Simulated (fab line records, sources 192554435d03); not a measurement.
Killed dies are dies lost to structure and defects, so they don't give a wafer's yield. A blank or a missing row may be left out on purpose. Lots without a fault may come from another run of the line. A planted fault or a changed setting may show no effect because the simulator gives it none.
Split-lot experiment | flow n5_finfet | 7 lots, 21 wafers read, on a route of 1938 steps

THE SPLIT
At N5_BEOL_M1_TRENCH_ETCH_37 (etches SiOC in C4F6/O2, target depth 55.207 nm, time 29 s), the setting source_w was moved away from the recipe's 355 W on 6 of the 21 wafers read, by -16.5% to +13.7%. The other wafers ran this setting at the recipe's value.

The reading is taken at the split's own step.

THE READING
rf_vpp_V, in V, at N5_BEOL_M1_TRENCH_ETCH_37 (etches SiOC in C4F6/O2, target depth 55.207 nm, time 29 s). Fault-free wafers of this fab line usually give 664 V, standard deviation 6.2 V.

wafer  | tool, chamber at the split | source_w as run, W | against the recipe | rf_vpp_V, V | against lot-mates on the recipe
L074.1 | rie_diel-02, 1             | 355                | recipe             | 662         | -
L074.2 | rie_diel-02, 0             | 355                | recipe             | 658         | -
L074.5 | rie_diel-02, 3             | 355                | recipe             | 656         | -
L077.4 | rie_diel-03, 2             | 355                | recipe             | 661         | -
L077.5 | rie_diel-03, 2             | 355                | recipe             | 663         | -
L077.6 | rie_diel-03, 1             | 396.4              | +11.7%             | 637         | -25
L076.3 | rie_diel-02, 0             | 296.3              | -16.5%             | 720         | +60
L076.4 | rie_diel-02, 3             | 355                | recipe             | 657         | -
L076.6 | rie_diel-02, 1             | 355                | recipe             | 662         | -
L078.2 | rie_diel-03, 1             | 355                | recipe             | 672         | -
L078.3 | rie_diel-03, 3             | 355                | recipe             | 674         | -
L078.6 | rie_diel-03, 2             | 403.7              | +13.7%             | 622         | -51
L086.1 | rie_diel-03, 3             | 355                | recipe             | 673         | -
L086.2 | rie_diel-03, 2             | 355                | recipe             | 663         | -
L086.3 | rie_diel-03, 0             | 355                | recipe             | 663         | -
L087.2 | rie_diel-03, 1             | 302.2              | -14.9%             | 730         | no lot-mate on the recipe
L087.5 | rie_diel-03, 0             | 302.2              | -14.9%             | 720         | no lot-mate on the recipe
L087.6 | rie_diel-03, 1             | 302.2              | -14.9%             | 732         | no lot-mate on the recipe
L091.2 | rie_diel-06, 0             | 355                | recipe             | 659         | -
L091.3 | rie_diel-06, 2             | 355                | recipe             | 657         | -
L091.4 | rie_diel-06, 1             | 355                | recipe             | 672         | -

THE FIT
A straight line over all 21 wafers: rf_vpp_V changes by -3.63 V for each +1% of source_w; r = -0.97; the points scatter about the line by 7.7 V.
The same after taking each lot's own level away (the mean of its wafers on the recipe; 18 wafers): -3.34 V for each +1%; r = -0.97; scatter 5.4 V.
On that fit, the largest move of source_w shifts the reading by 55 V.
The lots' own levels span 658.7 to 673.0 V, that is 2.3 times the standard deviation above.
So the lot-to-lot level changes the slope little: the two slopes agree.
Check: with one of the wafers moved furthest among these (-16.5%) left out of the fit, the line predicts +50.8 V for it against its lot-mates. It came out at +60.5 V against them.
Tool readings at the split's step, against how far the setting was moved: rf_vpp_V r = -0.97.

OTHER SPLITS ON THESE WAFERS
These wafers also went through other splits before the reading. Each is held against what the fit with the lots' levels taken away leaves over:
other split on the same wafers            | wafers away from the commonest value | r with rf_vpp_V (lot level and that fit taken away)
N5_BEOL_M0_SAQP_COAT_81 spin_rpm          | 8                                    | +0.05
N5_BEOL_M0_ETCH_128 source_w              | 8                                    | +0.12
N5_BEOL_M0_TRENCH_ETCH_107 target_depth_a | 7                                    | -0.04
N5_BEOL_M1_ETCH_70 time_s                 | 9                                    | +0.02

THE WHOLE CHAIN: every reading that the file lists as answering this split, in the file's order
step                      | what it does                                              | reading                                                                   | change (the file's fit)               | r (the file's)
N5_BEOL_M1_TRENCH_ETCH_37 | etches SiOC in C4F6/O2, target depth 55.207 nm, time 29 s | rf_vpp_V                                                                  | -3.35 V for each +1% of the setting   | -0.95
N5_BEOL_M1_TRENCH_ETCH_37 | etches SiOC in C4F6/O2, target depth 55.207 nm, time 29 s | etch.depth_nm (the simulator's own value, which no gauge read)            | +0.225 nm for each +1% of the setting | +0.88
N5_BEOL_M1_TRENCH_ETCH_37 | etches SiOC in C4F6/O2, target depth 55.207 nm, time 29 s | BEOL_M1.feature_depth_nm (the simulator's own value, which no gauge read) | +0.232 nm for each +1% of the setting | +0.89

THE FILE'S OWN FIT
rf_vpp_V changes by -3.35 V for each +1% of source_w, r = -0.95.
